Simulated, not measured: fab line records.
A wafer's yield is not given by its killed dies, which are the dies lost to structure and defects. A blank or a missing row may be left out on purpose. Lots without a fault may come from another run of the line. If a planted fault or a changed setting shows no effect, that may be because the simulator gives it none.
Chamber matching ; flow n5 finfet ; N5_BEOL_M8_STRIP_19 on rie diel-04: 4 sister chambers
The step strips in O2. 22 wafers are shown with their chamber, then 11 later ones without.

== WAFERS WITH THEIR CHAMBER ==
wafer;chamber;drypump motor current A (A);showerhead plenum p Torr (Torr);oes product au (a.u.)
L075.1;0;6.0;2.18;0.75
L075.3;2;4.8;2.16;0.69
L075.4;1;5.8;2.12;0.84
L081.1;1;5.8;2.12;0.83
L081.5;0;6.0;2.18;0.74
L081.6;1;5.8;2.12;0.83
L078.1;1;5.8;2.12;0.83
L078.5;0;6.0;2.18;0.74
L078.6;1;5.8;2.12;0.82
L082.3;2;4.8;2.16;0.69
L082.4;1;5.8;2.12;0.83
L082.6;0;6.0;2.18;0.73
L091.1;1;5.8;2.11;0.80
L091.2;3;4.9;2.00;0.70
L091.3;2;4.9;2.15;0.68
L091.4;0;6.0;2.17;0.71
L091.5;2;4.8;2.15;0.68
L091.6;1;5.8;2.11;0.82
L090.1;1;5.8;2.11;0.82
L090.4;3;4.9;2.00;0.70
L090.6;0;6.0;2.17;0.72
L093.3;0;6.0;2.17;0.71

SIGNATURES (means of the wafers above)
reading;chamber 0;chamber 1;chamber 2;chamber 3;scatter within a chamber
drypump motor current A;6.000;5.800;4.825;4.900;0.0204
showerhead plenum p Torr;2.1757;2.1167;2.1550;2.0000;0.00512
oes product au;0.7286;0.8244;0.6850;0.7000;0.012
Rule: for a wafer and a chamber, the distance is found by dividing, reading by reading, the gap between the wafer's reading and the chamber's mean by the reading's scatter, squaring, summing and taking the root. The wafer belongs to the nearest chamber; if the next one is less than 2 further off, it can't be placed. The scatter: the root of (the sum of the squares of (reading less its chamber's mean) over the shown wafers, divided by (wafers less chambers)).

== WAFERS WITH NO CHAMBER GIVEN ==
wafer;drypump motor current A (A);showerhead plenum p Torr (Torr);oes product au (a.u.)
L093.4;4.9;2.15;0.68
L093.5;5.8;2.11;0.79
L092.4;4.9;2.00;0.69
L092.5;5.8;2.11;0.79
L092.6;6.0;2.17;0.71
L097.1;4.9;2.00;0.68
L097.2;6.1;2.17;0.72
L097.3;5.8;2.11;0.79
L097.4;4.9;2.15;1.03
L097.5;6.0;2.17;0.70
L097.6;4.9;2.00;0.69

== CHAMBER TAKEN BY EACH ==
wafer;from the rows above;in truth
L093.4;2;2
L093.5;1;1
L092.4;3;3
L092.5;1;1
L092.6;0;0
L097.1;3;3
L097.2;0;0
L097.3;1;1
L097.4;2;2
L097.5;0;0
L097.6;3;3
Correct placement for 11 of the 11. From these rows, 0 cannot be placed. 0 placed wrongly.
